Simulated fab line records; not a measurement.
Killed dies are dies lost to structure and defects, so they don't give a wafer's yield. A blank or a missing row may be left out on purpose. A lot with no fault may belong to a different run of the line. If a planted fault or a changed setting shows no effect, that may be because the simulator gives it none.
fab line records | flow n5Finfet | part 1 of 2: steps 1 to 24 of 33
[record] lots = 5 | wafers = 15 | lastDay = 19
route steps=1938 shown BEOL_M9@1452 BEOL_M10@1470
lots that met no fault: from a run of the same line without faults
startH: hours from the record's first day to the start of the lot's first wafer shown | waitH: hours from the lot's prior step to this one | " as in the row above | L1.1+2: a single row standing in for several wafers | - value missing, or start not given | * or withheld: withheld | < > ~ a bound
route shown NAME@n: names a module that has steps shown in the file, with the first one's number in the route | usual: mean/standard deviation of fault-free wafers | same: alike in all rows | chamber/n: place in a boat | sites: per-site readings | _std_site: how widely they spread, as a standard deviation | _edge_site: the outer-site mean with the inner-site mean subtracted | radiusMm: for every site, how far away it sits from the centre of the wafer | mask NAME#n: copy n | behind: the last tool/chamber to shape the wafer | hold: what put the lot on hold/how long, in hours/how the hold closed | device: the n, p or np transistor that did not switch | end of line: the same wafers' tests at the end of the route | step lacking rows: just its recipe | killed: dies that structure and defects cost at the first sort, which is not the same as the wafer's yield | map: dies across one wafer; x = killed, . = not, _ = none there
set.NAME: the setting the step ran with; set.NAME@STEP: the setting that earlier step ran with | model.NAME: the simulator's own value behind a step, which no gauge read
lots seen at some steps along the route; tables by step, rows by wafer
services: a tool's chamber out of use, with start hour (startH, from the record's first day; less than 0 if before it), hours out, and reason
[[steps]]
[step N5_BEOL_M9_PRECLEAN_42]
[recipe] chemistry = residueRemover | timeS = 60 | tempC = 40
lot.wafer  | tool        | chamber | startH | waitH
L085.1+2+5 | wetBench-04 | 3,5,7   | 338.34 | 0.0
L084.1+2+4 | wetBench-02 | 1,7,4   | 338.51 | 0.0
L089.1+4+6 | wetBench-01 | 3,1,4   | 350.12 | 0.0
L094.3+4+5 | wetBench-02 | 7,1,6   | 370.87 | 0.0
L096.3+5+6 | wetBench-02 | 5,1,7   | 378.93 | 0.0
[step N5_BEOL_M9_SRD_43]
[recipe] timeS = 30 | tempC = 23 | rinseLiquid = diw | dry = ipaMarangoni
lot.wafer  | tool        | chamber | startH | waitH
L085.1+2+5 | wetBench-04 | 3,5,7   | 338.36 | 0.0
L084.1+2+4 | wetBench-02 | 1,7,4   | 338.53 | 0.0
L089.1+4+6 | wetBench-01 | 3,1,4   | 350.14 | 0.0
L094.3+4+5 | wetBench-02 | 7,1,6   | 370.89 | 0.0
L096.3+5+6 | wetBench-02 | 5,1,7   | 378.95 | 0.0
[step N5_BEOL_M9_CD_MEAS_35]
[recipe] targetCdNm = 70 | targetCdYNm = 40 | polarity = opening
[usual] cdNm = 70.4/0.61
lot.wafer | tool     | chamber | startH | waitH | cdNm
L085.1    | cdSem-02 | -       | 338.40 | 0.0   | 70.2
L085.2    | "        | -       | "      | "     | 69.5
L085.5    | "        | -       | "      | "     | 71.4
L084.1    | cdSem-02 | -       | 338.57 | 0.0   | 70.5
L084.2    | "        | -       | "      | "     | 69.3
L084.4    | "        | -       | "      | "     | 70.1
L089.1    | cdSem-02 | -       | 350.18 | 0.0   | 70.5
L089.4    | "        | -       | "      | "     | 70.7
L089.6    | "        | -       | "      | "     | 69.3
L094.3    | cdSem-03 | -       | 370.93 | 0.0   | 71.3
L094.4    | "        | -       | "      | "     | 71.9
L094.5    | "        | -       | "      | "     | 70.2
L096.3    | cdSem-03 | -       | 378.99 | 0.0   | 69.1
L096.5    | "        | -       | "      | "     | 69.5
L096.6    | "        | -       | "      | "     | 70.0
[step N5_BEOL_M9_CURE_72]
[recipe] tempC = 370 | timeS = 120 | ambient = DMADMS/He | material = SiCOH_lowk
[usual] lampPowerPct = 52.31/0.059 | wafer_temp_C_max = 372.0/0.54
lot.wafer | tool      | chamber | startH | waitH | lampPowerPct | wafer_temp_C_max
L085.1    | uvCure-03 | 1       | 338.44 | 0.0   | 52.32        | 372.2
L085.2    | "         | 1       | "      | "     | 52.27        | 372.0
L085.5    | "         | 1       | "      | "     | 52.24        | 372.3
L084.1    | uvCure-02 | 1       | 338.61 | 0.0   | 52.38        | 372.1
L084.2    | "         | 1       | "      | "     | 52.37        | 371.9
L084.4    | "         | 1       | "      | "     | 52.34        | 372.2
L089.1    | uvCure-03 | 0       | 350.60 | 0.4   | 52.30        | 371.5
L089.4    | "         | 0       | "      | "     | 52.25        | 371.3
L089.6    | "         | 0       | "      | "     | 52.36        | 371.3
L094.3    | uvCure-02 | 2       | 371.07 | 0.1   | 52.30        | 372.8
L094.4    | "         | 2       | "      | "     | 52.28        | 372.1
L094.5    | "         | 2       | "      | "     | 52.25        | 372.3
L096.3    | uvCure-02 | 0       | 379.13 | 0.1   | 52.40        | 371.6
L096.5    | "         | 0       | "      | "     | 52.35        | 372.0
L096.6    | "         | 0       | "      | "     | 52.32        | 372.2
[step N5_BEOL_M9_DEGAS_44]
[recipe] ambient = vacuum | tempC = 250 | timeS = 60
[usual] heaterPowerW = 334/35
lot.wafer | tool          | chamber | startH | waitH | heaterPowerW
L085.1    | pvdSputter-03 | -       | 339.00 | 0.5   | 411
L085.2    | "             | -       | "      | "     | 327
L085.5    | "             | -       | "      | "     | 325
L084.1    | pvdSputter-03 | -       | 339.08 | 0.4   | 400
L084.2    | "             | -       | "      | "     | 303
L084.4    | "             | -       | "      | "     | 327
L089.1    | pvdSputter-01 | -       | 350.97 | 0.3   | 285
L089.4    | "             | -       | "      | "     | 333
L089.6    | "             | -       | "      | "     | 335
L094.3    | pvdSputter-03 | -       | 371.66 | 0.5   | 323
L094.4    | "             | -       | "      | "     | 324
L094.5    | "             | -       | "      | "     | 318
L096.3    | pvdSputter-02 | -       | 379.62 | 0.4   | 353
L096.5    | "             | -       | "      | "     | 325
L096.6    | "             | -       | "      | "     | 364
[step N5_BEOL_M9_PRE_CLEAN_45]
[recipe] gas = H2/He | timeS = 30 | tempC = 250
[usual] heaterPowerW = 334/35
lot.wafer | tool          | chamber | startH | waitH | heaterPowerW
L085.1    | pvdSputter-03 | -       | 339.04 | 0.0   | 391
L085.2    | "             | -       | "      | "     | 324
L085.5    | "             | -       | "      | "     | 313
L084.1    | pvdSputter-03 | -       | 339.12 | 0.0   | 402
L084.2    | "             | -       | "      | "     | 284
L084.4    | "             | -       | "      | "     | 315
L089.1    | pvdSputter-01 | -       | 351.01 | 0.0   | 289
L089.4    | "             | -       | "      | "     | 330
L089.6    | "             | -       | "      | "     | 329
L094.3    | pvdSputter-03 | -       | 371.70 | 0.0   | 315
L094.4    | "             | -       | "      | "     | 322
L094.5    | "             | -       | "      | "     | 316
L096.3    | pvdSputter-02 | -       | 379.66 | 0.0   | 353
L096.5    | "             | -       | "      | "     | 336
L096.6    | "             | -       | "      | "     | 354
[step N5_BEOL_M9_ALD_74]
[recipe] material = TaN | targetThkA = 20 | tempC = 275 | aldPrecursorFamily = PDMAT | aldCoReactant = NH3 | pressureTorr = 3 | carrierFlowSccm = 1500 | pulseTimeS = 2 | purgeTimeS = 3 | coReactantPurgeTimeS = 2 | coReactantPulseTimeS = 3 | aldCycles = 40 | precursorVesselTempC = 75 | precursorVesselPressureTorr = 26.25 | precursorVesselCarrierSccm = 1000
[usual] heaterPowerW = 398/47
[same] coReactantPulseTimeS = 3
lot.wafer | tool        | chamber | startH | waitH | heaterPowerW
L085.1    | aldMetal-04 | 3       | 339.12 | 0.1   | 466
L085.2    | "           | 2       | "      | "     | 366
L085.5    | "           | 1       | "      | "     | 442
L084.1    | aldMetal-01 | 3       | 339.18 | 0.0   | 424
L084.2    | "           | 2       | "      | "     | 420
L084.4    | "           | 0       | "      | "     | 366
L089.1    | aldMetal-04 | 2       | 351.27 | 0.2   | 363
L089.4    | "           | 3       | "      | "     | 459
L089.6    | "           | 2       | "      | "     | 365
L094.3    | aldMetal-03 | 1       | 371.81 | 0.1   | 408
L094.4    | "           | 3       | "      | "     | 313
L094.5    | "           | 1       | "      | "     | 410
L096.3    | aldMetal-01 | 0       | 379.95 | 0.3   | 340
L096.5    | "           | 0       | "      | "     | 348
L096.6    | "           | 3       | "      | "     | 429
[step N5_BEOL_M9_SURFACE_TREAT_79]
[recipe] gas = Ar | timeS = * | ionEnergyEv = * | ionCurrentMaCm2 = 0.5 | pressureMtorr = * | arFlowSccm = 30
[usual] arFlowSccm = 30.01/0.099 | pressureMtorr = * | throttleValvePct = *
lot.wafer | tool          | chamber | startH | waitH | arFlowSccm | pressureMtorr | throttleValvePct
L085.1    | pvdSputter-03 | -       | 339.48 | 0.2   | 30.04      | *             | *
L085.2    | "             | -       | "      | "     | 30.19      | *             | *
L085.5    | "             | -       | "      | "     | 30.04      | *             | *
L084.1    | pvdSputter-03 | -       | 339.52 | 0.2   | 30.03      | *             | *
L084.2    | "             | -       | "      | "     | 29.84      | *             | *
L084.4    | "             | -       | "      | "     | 29.99      | *             | *
L089.1    | pvdSputter-03 | -       | 351.60 | 0.2   | 30.04      | *             | *
L089.4    | "             | -       | "      | "     | 30.14      | *             | *
L089.6    | "             | -       | "      | "     | 29.97      | *             | *
L094.3    | pvdSputter-03 | -       | 372.13 | 0.2   | 29.88      | *             | *
L094.4    | "             | -       | "      | "     | 30.05      | *             | *
L094.5    | "             | -       | "      | "     | 30.03      | *             | *
L096.3    | pvdSputter-02 | -       | 381.74 | 1.7   | 30.13      | *             | *
L096.5    | "             | -       | "      | "     | 30.13      | *             | *
L096.6    | "             | -       | "      | "     | 29.92      | *             | *
[step N5_BEOL_M9_CVD_78]
[recipe] material = Co | targetThkA = 20 | tempC = withheld | precursor = CCTBA/H2 | pressureTorr = 30 | timeS = 138.9
lot.wafer  | tool     | chamber | startH | waitH
L085.1+2+5 | cvdCo-02 | 0,2,0   | 339.60 | 0.1
L084.1+2+4 | cvdCo-02 | 0,2,0   | 339.91 | 0.4
L089.1+4+6 | cvdCo-01 | 0,0,1   | 351.89 | 0.3
L094.3+4+5 | cvdCo-01 | 0,0,1   | 372.34 | 0.2
L096.3+5+6 | cvdCo-01 | 1,0,1   | 381.88 | 0.1
[step N5_BEOL_M9_SPUTTER_48]
[recipe] material = Cu | targetThkA = 120 | tempC = -20 | biasV = 60 | powerW = 26000 | chamberPressurePa = 0.13 | timeS = 2
[usual] cathodeDcPowerW = 25999/4.9 | substrateTempC = -20.00/0.12 | throttleValvePct = 29.8/0.77
lot.wafer | tool          | chamber | startH | waitH | cathodeDcPowerW | substrateTempC | throttleValvePct
L085.1    | pvdSputter-03 | -       | 339.86 | 0.2   | 26001           | -19.82         | 30.6
L085.2    | "             | -       | "      | "     | 25994           | -19.79         | 29.6
L085.5    | "             | -       | "      | "     | 26001           | -19.80         | 30.4
L084.1    | pvdSputter-03 | -       | 340.08 | 0.1   | 26002           | -20.02         | 29.2
L084.2    | "             | -       | "      | "     | 26002           | -19.82         | 29.7
L084.4    | "             | -       | "      | "     | 25990           | -20.09         | 30.5
L089.1    | pvdSputter-03 | -       | 352.32 | 0.4   | 25997           | -20.05         | 30.7
L089.4    | "             | -       | "      | "     | 25998           | -19.86         | 29.5
L089.6    | "             | -       | "      | "     | 25998           | -19.87         | 30.0
L094.3    | pvdSputter-01 | -       | 372.57 | 0.2   | 25998           | -19.97         | 28.0
L094.4    | "             | -       | "      | "     | 25998           | -19.96         | 30.1
L094.5    | "             | -       | "      | "     | 25999           | -19.93         | 28.4
L096.3    | pvdSputter-02 | -       | 382.06 | 0.1   | 25992           | -20.13         | 28.9
L096.5    | "             | -       | "      | "     | 25997           | -19.98         | 29.6
L096.6    | "             | -       | "      | "     | 25998           | -19.96         | 29.8
[step N5_BEOL_M9_ECD_50]
[recipe] material = Cu | targetThkA = 3180
lot.wafer  | tool     | chamber | startH | waitH
L085.1+2+5 | ecdCu-01 | 1,0,1   | 339.98 | 0.1
L084.1+2+4 | ecdCu-01 | 1,0,1   | 340.19 | 0.1
L089.1+4+6 | ecdCu-01 | 0,0,1   | 352.43 | 0.1
L094.3+4+5 | ecdCu-02 | 1,0,1   | 372.71 | 0.1
L096.3+5+6 | ecdCu-01 | 0,1,0   | 382.22 | 0.1
[step N5_BEOL_M9_ANNEAL_51]
[recipe] tempC = 225 | timeS = 90 | ambient = N2
[usual] annealTempCMax = 226.6/0.4 | wafer_temp_C_max = 226.2/0.33
lot.wafer | tool         | chamber | startH | waitH | annealTempCMax | wafer_temp_C_max
L085.1    | rtpAnneal-01 | 0       | 340.09 | 0.1   | 226.7          | 226.3
L085.2    | "            | 0       | "      | "     | 226.9          | 225.9
L085.5    | "            | 0       | "      | "     | 227.4          | 226.2
L084.1    | rtpAnneal-01 | 0       | 340.48 | 0.3   | 226.7          | 226.2
L084.2    | "            | 0       | "      | "     | 227.6          | 226.1
L084.4    | "            | 0       | "      | "     | 226.6          | 225.8
L089.1    | rtpAnneal-01 | 0       | 352.54 | 0.1   | 226.8          | 226.0
L089.4    | "            | 0       | "      | "     | 226.8          | 226.0
L089.6    | "            | 0       | "      | "     | 226.8          | 226.0
L094.3    | rtpAnneal-01 | 0       | 373.17 | 0.4   | 226.5          | 226.2
L094.4    | "            | 0       | "      | "     | 227.2          | 226.1
L094.5    | "            | 0       | "      | "     | 227.4          | 226.0
L096.3    | rtpAnneal-01 | 0       | 382.56 | 0.3   | 226.7          | 226.1
L096.5    | "            | 0       | "      | "     | 227.2          | 225.8
L096.6    | "            | 0       | "      | "     | 227.0          | 226.3
[step N5_BEOL_M9_CMP_52]
[recipe] stopOn = SiCOH_lowk | tOverpolishS = 7 | downForcePsi = 1 | platenRpm = 50 | clearingPlatenDownForcePsi = 1.5 | clearingPlatenRpm = 50 | postCmpClean = cuAlkaline | targetThkNm = 140 | clearingPlatenPadVelocityMS = 0.99484 | padVelocityMS = 0.99484
[usual] barrierFieldEndpointS = 28.9/0.74 | clearingPlatenDownForcePsi = 1.5001/0.003 | clearingPlatenRpm = 50.000/0.025 | motorCurrentA = 5.8/0.48 | overpolishRunS = 7.001/0.0086 | timeToEndpointS = 67/3.6
lot.wafer | tool   | chamber | startH | waitH | barrierFieldEndpointS | clearingPlatenDownForcePsi | clearingPlatenRpm | motorCurrentA | overpolishRunS | timeToEndpointS
L085.2    | cmp-04 | 0       | 340.57 | 0.4   | 28.8                  | 1.5010                     | 50.027            | 5.1           | 6.998          | 74
L085.1    | "      | 1       | "      | "     | 30.0                  | 1.4962                     | 49.973            | 5.3           | 7.012          | 75
L085.5    | "      | 0       | "      | "     | 29.6                  | 1.4961                     | 50.014            | 5.4           | 6.998          | 70
L084.1    | cmp-04 | 0       | 340.82 | 0.3   | 28.7                  | 1.5033                     | 49.983            | 5.4           | 7.002          | 64
L084.2    | "      | 1       | "      | "     | 29.6                  | 1.4992                     | 50.012            | 5.4           | 7.004          | 71
L084.4    | "      | 2       | "      | "     | 28.6                  | 1.4946                     | 50.010            | 5.7           | 7.010          | 65
L089.4    | cmp-02 | 0       | 352.93 | 0.2   | 27.7                  | 1.5000                     | 49.987            | 6.7           | 7.003          | 69
L089.1    | "      | 1       | "      | "     | 28.5                  | 1.4996                     | 50.022            | 5.2           | 6.995          | 70
L089.6    | "      | 2       | "      | "     | 28.4                  | 1.5070                     | 49.987            | 6.1           | 7.008          | 71
L094.3    | cmp-02 | 0       | 373.39 | 0.2   | 28.1                  | 1.5071                     | 49.985            | 6.2           | 7.003          | 66
L094.4    | "      | 1       | "      | "     | 28.7                  | 1.4981                     | 49.962            | 5.5           | 7.012          | 67
L094.5    | "      | 0       | "      | "     | 28.2                  | 1.5023                     | 49.976            | 6.5           | 7.007          | 66
L096.3    | cmp-03 | 0       | 382.78 | 0.2   | 28.7                  | 1.5007                     | 50.022            | 6.5           | 7.009          | 65
L096.6    | "      | 0       | "      | "     | 29.9                  | 1.4976                     | 50.015            | 6.5           | 7.008          | 69
L096.5    | "      | 1       | "      | "     | 29.1                  | 1.4972                     | 49.994            | 5.9           | 7.010          | 65
[step N5_BEOL_M9_THK_MEAS_53]
[recipe] thkMeasGauge = xrf | reads = Cu_of_BEOL_M9_ECD_50
[usual] M9_THK = 138/3.6
lot.wafer | tool         | chamber | startH | waitH | M9_THK[nm]
L085.1    | filmMetro-01 | -       | 340.82 | -     | 143
L085.2    | "            | -       | "      | "     | 138
L085.5    | "            | -       | "      | "     | 137
L084.1    | filmMetro-02 | -       | 341.07 | -     | 142
L084.2    | "            | -       | "      | "     | 138
L084.4    | "            | -       | "      | "     | 134
L089.1    | filmMetro-01 | -       | 353.15 | -     | 134
L089.4    | "            | -       | "      | "     | 139
L089.6    | "            | -       | "      | "     | 130
L094.3    | filmMetro-02 | -       | 373.69 | -     | 139
L094.4    | "            | -       | "      | "     | 136
L094.5    | "            | -       | "      | "     | 139
L096.3    | filmMetro-01 | -       | 383.08 | -     | 138
L096.5    | "            | -       | "      | "     | 137
L096.6    | "            | -       | "      | "     | 137
[step N5_BEOL_M9_PRE_CLEAN_55]
[recipe] gas = NH3 | timeS = 15 | tempC = withheld | rfPowerW = 300
lot.wafer  | tool     | chamber | startH | waitH
L085.1+2+5 | pecvd-02 | 2,1,0   | 340.86 | 0.0
L084.1+2+4 | pecvd-03 | 1,2,1   | 341.11 | 0.0
L089.1+4+6 | pecvd-02 | 2,0,1   | 353.19 | 0.0
L094.3+4+5 | pecvd-02 | 1,0,1   | 373.73 | 0.0
L096.3+5+6 | pecvd-01 | 0,2,1   | 383.11 | 0.0
[step N5_BEOL_M9_DEP_56]
[recipe] material = SiCN | targetThkA = 150 | tempC = withheld | precursor = 3MS/NH3 | pressureTorr = 3 | rfW = 202 | timeS = 26.5
[usual] showerheadPlenumPTorr = 3.660/0.012 | throttleValvePct = 9.0/0.45
lot.wafer | tool     | chamber | startH | waitH | showerheadPlenumPTorr | throttleValvePct
L085.1    | pecvd-02 | 2       | 340.89 | 0.0   | 3.654                 | 8.3
L085.2    | "        | 1       | "      | "     | 3.666                 | 9.0
L085.5    | "        | 0       | "      | "     | 3.686                 | 9.8
L084.1    | pecvd-03 | 1       | 341.13 | 0.0   | 3.646                 | 8.8
L084.2    | "        | 2       | "      | "     | 3.654                 | 8.8
L084.4    | "        | 1       | "      | "     | 3.647                 | 8.9
L089.1    | pecvd-02 | 2       | 353.21 | 0.0   | 3.654                 | 8.7
L089.4    | "        | 0       | "      | "     | 3.678                 | 9.6
L089.6    | "        | 1       | "      | "     | 3.652                 | 9.2
L094.3    | pecvd-02 | 1       | 373.75 | 0.0   | 3.656                 | 8.9
L094.4    | "        | 0       | "      | "     | 3.685                 | 9.5
L094.5    | "        | 1       | "      | "     | 3.654                 | 9.0
L096.3    | pecvd-01 | 0       | 383.14 | 0.0   | 3.646                 | 9.5
L096.5    | "        | 2       | "      | "     | 3.675                 | 8.7
L096.6    | "        | 1       | "      | "     | 3.652                 | 9.4
[step N5_BEOL_M9_RS_MEAS_57]
[recipe] thkMeasGauge = four-point-probe | reads = Cu_of_BEOL_M9_ECD_50+Co_of_BEOL_M9_CVD_78+TaN_of_BEOL_M9_ALD_74
[usual] M9_RS = 0.151/0.0043
lot.wafer | tool         | chamber | startH | waitH | M9_RS[ohm/sq]
L085.1    | filmMetro-01 | -       | 340.96 | 0.1   | 0.144
L085.2    | "            | -       | "      | "     | 0.150
L085.5    | "            | -       | "      | "     | 0.151
L084.1    | filmMetro-02 | -       | 341.21 | 0.1   | 0.147
L084.2    | "            | -       | "      | "     | 0.152
L084.4    | "            | -       | "      | "     | 0.157
L089.1    | filmMetro-02 | -       | 353.28 | 0.1   | 0.155
L089.4    | "            | -       | "      | "     | 0.148
L089.6    | "            | -       | "      | "     | 0.159
L094.3    | filmMetro-01 | -       | 373.83 | 0.1   | 0.152
L094.4    | "            | -       | "      | "     | 0.154
L094.5    | "            | -       | "      | "     | 0.151
L096.3    | filmMetro-02 | -       | 383.21 | 0.1   | 0.149
L096.5    | "            | -       | "      | "     | 0.149
L096.6    | "            | -       | "      | "     | 0.149
[step N5_BEOL_M9_INSPECT_58]
[recipe] inspectInstrument = darkfield | mode = postDep
[usual] rawDefectCount = 74/27
lot.wafer | tool             | chamber | startH | waitH | rawDefectCount
L085.1    | defectInspect-01 | -       | 340.99 | 0.0   | 49
L085.2    | "                | -       | "      | "     | 75
L085.5    | "                | -       | "      | "     | 65
L084.1    | defectInspect-01 | -       | 341.23 | 0.0   | 37
L084.2    | "                | -       | "      | "     | 61
L084.4    | "                | -       | "      | "     | 46
L089.1    | defectInspect-01 | -       | 353.31 | 0.0   | 41
L089.4    | "                | -       | "      | "     | 72
L089.6    | "                | -       | "      | "     | 44
L094.3    | defectInspect-02 | -       | 373.85 | 0.0   | 74
L094.4    | "                | -       | "      | "     | 43
L094.5    | "                | -       | "      | "     | 67
L096.3    | defectInspect-01 | -       | 383.24 | 0.0   | 42
L096.5    | "                | -       | "      | "     | 90
L096.6    | "                | -       | "      | "     | 93
[step N5_BEOL_M10_ILD_DEP_00]
[recipe] material = SiCOH_lowk | targetThkA = 3085.1 | tempC = 300 | precursor = DEMS/porogen | pressureTorr = 5 | rfW = 500 | timeS = 58
[usual] heaterPowerW = 340/50 | showerheadPlenumPTorr = 5.734/0.016 | throttleValvePct = 14.0/0.78
lot.wafer | tool     | chamber | startH | waitH | heaterPowerW | showerheadPlenumPTorr | throttleValvePct
L085.1    | pecvd-01 | 2       | 341.02 | 0.0   | 360          | 5.737                 | 13.1
L085.2    | "        | 0       | "      | "     | 376          | 5.708                 | 14.4
L085.5    | "        | 2       | "      | "     | 371          | 5.747                 | 13.2
L084.1    | pecvd-01 | 0       | 341.27 | 0.0   | 379          | 5.721                 | 14.6
L084.2    | "        | 1       | "      | "     | 306          | 5.731                 | 14.0
L084.4    | "        | 1       | "      | "     | 313          | 5.738                 | 14.1
L089.1    | pecvd-01 | 1       | 353.35 | 0.0   | 343          | 5.740                 | 14.2
L089.4    | "        | 0       | "      | "     | 396          | 5.723                 | 14.6
L089.6    | "        | 1       | "      | "     | 338          | 5.738                 | 14.1
L094.3    | pecvd-04 | 1       | 373.89 | 0.0   | 277          | 5.740                 | 15.3
L094.4    | "        | 2       | "      | "     | 416          | 5.709                 | 13.3
L094.5    | "        | 0       | "      | "     | 245          | 5.728                 | 14.3
L096.3    | pecvd-02 | 0       | 383.27 | 0.0   | 386          | 5.763                 | 14.7
L096.5    | "        | 0       | "      | "     | 410          | 5.764                 | 15.0
L096.6    | "        | 2       | "      | "     | 360          | 5.716                 | 12.9
[step N5_BEOL_M10_CURE_71]
[recipe] tempC = 385 | timeS = 240 | ambient = He/Ar | material = SiCOH_lowk
[usual] lampPowerPct = 52.32/0.055 | wafer_temp_C_max = 386.9/0.55
lot.wafer | tool      | chamber | startH | waitH | lampPowerPct | wafer_temp_C_max
L085.1    | uvCure-02 | 2       | 341.10 | 0.0   | 52.28        | 387.9
L085.2    | "         | 2       | "      | "     | 52.19        | 388.0
L085.5    | "         | 2       | "      | "     | 52.31        | 387.0
L084.1    | uvCure-03 | 0       | 341.35 | 0.0   | 52.39        | 386.2
L084.2    | "         | 0       | "      | "     | 52.30        | 386.5
L084.4    | "         | 0       | "      | "     | 52.39        | 386.4
L089.1    | uvCure-01 | 1       | 353.42 | 0.0   | 52.34        | 387.8
L089.4    | "         | 1       | "      | "     | 52.32        | 387.8
L089.6    | "         | 1       | "      | "     | 52.41        | 386.7
L094.3    | uvCure-01 | 2       | 374.13 | 0.2   | 52.25        | 386.7
L094.4    | "         | 2       | "      | "     | 52.49        | 386.2
L094.5    | "         | 2       | "      | "     | 52.35        | 386.4
L096.3    | uvCure-02 | 0       | 383.51 | 0.2   | 52.27        | 387.4
L096.5    | "         | 0       | "      | "     | 52.30        | 387.1
L096.6    | "         | 0       | "      | "     | 52.34        | 387.0
[step N5_BEOL_M10_THK_MEAS_01]
[recipe] reads = SiCOH_lowk_of_BEOL_M10_ILD_DEP_00
[usual] M10_ILD_THK = 268/3.8
lot.wafer | tool         | chamber | startH | waitH | M10_ILD_THK[nm]
L085.1    | filmMetro-02 | -       | 341.61 | 0.4   | 265
L085.2    | "            | -       | "      | "     | 264
L085.5    | "            | -       | "      | "     | 271
L084.1    | filmMetro-02 | -       | 341.86 | 0.4   | 268
L084.2    | "            | -       | "      | "     | 270
L084.4    | "            | -       | "      | "     | 278
L089.1    | filmMetro-01 | -       | 353.94 | 0.4   | 267
L089.4    | "            | -       | "      | "     | 272
L089.6    | "            | -       | "      | "     | 274
L094.3    | filmMetro-01 | -       | 374.48 | 0.3   | 263
L094.4    | "            | -       | "      | "     | 269
L094.5    | "            | -       | "      | "     | 270
L096.3    | filmMetro-01 | -       | 383.87 | 0.3   | 262
L096.5    | "            | -       | "      | "     | 269
L096.6    | "            | -       | "      | "     | 266
[step N5_BEOL_M10_PECVD_70]
[recipe] material = SiO2 | targetThkA = 200 | tempC = 400 | precursor = TEOS/O2 | pressureTorr = 5.5 | rfW = 450 | teosFlowSccm = 53.8 | gas = O2 | flowSccm = 3000 | timeS = 22.7
[usual] heaterPowerW = 782/97 | showerheadPlenumPTorr = 8.76/0.063 | throttleValvePct = 22.6/1.3
lot.wafer | tool     | chamber | startH | waitH | heaterPowerW | showerheadPlenumPTorr | throttleValvePct
L085.1    | pecvd-02 | 0       | 341.65 | 0.0   | 810          | 8.87                  | 24.1
L085.2    | "        | 1       | "      | "     | 574          | 8.75                  | 22.4
L085.5    | "        | 1       | "      | "     | 576          | 8.76                  | 22.2
L084.1    | pecvd-01 | 2       | 341.90 | 0.0   | 784          | 8.83                  | 21.3
L084.2    | "        | 1       | "      | "     | 785          | 8.73                  | 22.7
L084.4    | "        | 2       | "      | "     | 757          | 8.80                  | 21.1
L089.1    | pecvd-04 | 2       | 353.97 | 0.0   | 1005         | 8.65                  | 21.6
L089.4    | "        | 2       | "      | "     | 1003         | 8.70                  | 21.5
L089.6    | "        | 2       | "      | "     | 1023         | 8.67                  | 21.5
L094.3    | pecvd-01 | 2       | 374.54 | 0.1   | 869          | 8.85                  | 21.2
L094.4    | "        | 0       | "      | "     | 896          | 8.71                  | 23.3
L094.5    | "        | 0       | "      | "     | 883          | 8.71                  | 23.4
L096.3    | pecvd-04 | 0       | 383.90 | 0.0   | 684          | 8.76                  | 22.9
L096.5    | "        | 2       | "      | "     | 914          | 8.70                  | 21.7
L096.6    | "        | 1       | "      | "     | 749          | 8.75                  | 25.1
[step N5_BEOL_M10_HM_DEP_02]
[recipe] material = TiN | targetThkA = 200 | tempC = 25 | chamberPressurePa = 0.49996
[usual] substrateTempC = 24.98/0.11 | throttleValvePct = 29.8/0.8
lot.wafer | tool          | chamber | startH | waitH | substrateTempC | throttleValvePct
L085.1    | pvdSputter-01 | -       | 342.60 | 0.9   | 25.00          | 29.9
L085.2    | "             | -       | "      | "     | 25.15          | 28.0
L085.5    | "             | -       | "      | "     | 25.17          | 28.4
L084.1    | pvdSputter-01 | -       | 342.70 | 0.8   | 24.94          | 30.1
L084.2    | "             | -       | "      | "     | 24.97          | 30.9
L084.4    | "             | -       | "      | "     | 25.02          | 30.3
L089.1    | pvdSputter-01 | -       | 357.35 | 3.4   | 25.18          | 31.0
L089.4    | "             | -       | "      | "     | 25.24          | 28.5
L089.6    | "             | -       | "      | "     | 25.11          | 28.2
L094.3    | pvdSputter-03 | -       | 374.98 | 0.4   | 24.83          | 29.1
L094.4    | "             | -       | "      | "     | 25.09          | 29.7
L094.5    | "             | -       | "      | "     | 25.06          | 29.6
L096.3    | pvdSputter-02 | -       | 385.14 | 1.2   | 25.02          | 29.8
L096.5    | "             | -       | "      | "     | 24.74          | 29.2
L096.6    | "             | -       | "      | "     | 25.06          | 30.3
[step N5_BEOL_M10_COAT_59]
[recipe] resist = SOC | tempC = 250 | timeS = 60 | spinRpm = 1500 | resistThkNm = 100
[usual] resistLineTempC = 23.00/0.1 | spinSpeedRpm = 1500.0/1
lot.wafer | tool          | chamber | startH | waitH | resistLineTempC | spinSpeedRpm
L085.1    | lithoTrack-02 | 0       | 342.73 | 0.1   | 23.06           | 1500.6
L085.2    | "             | 0       | "      | "     | 23.00           | 1501.2
L085.5    | "             | 0       | "      | "     | 22.85           | 1502.2
L084.1    | lithoTrack-04 | 0       | 342.83 | 0.1   | 22.94           | 1499.8
L084.2    | "             | 0       | "      | "     | 23.01           | 1500.2
L084.4    | "             | 0       | "      | "     | 22.95           | 1499.0
L089.1    | lithoTrack-03 | 0       | 357.47 | 0.1   | 23.05           | 1499.7
L089.4    | "             | 0       | "      | "     | 23.03           | 1501.2
L089.6    | "             | 0       | "      | "     | 22.86           | 1498.8
L094.3    | lithoTrack-04 | 0       | 375.11 | 0.1   | 22.87           | 1500.3
L094.4    | "             | 0       | "      | "     | 22.88           | 1499.4
L094.5    | "             | 0       | "      | "     | 22.99           | 1500.7
L096.3    | lithoTrack-04 | 0       | 385.27 | 0.1   | 23.00           | 1502.1
L096.5    | "             | 0       | "      | "     | 22.91           | 1500.4
L096.6    | "             | 0       | "      | "     | 22.87           | 1499.5
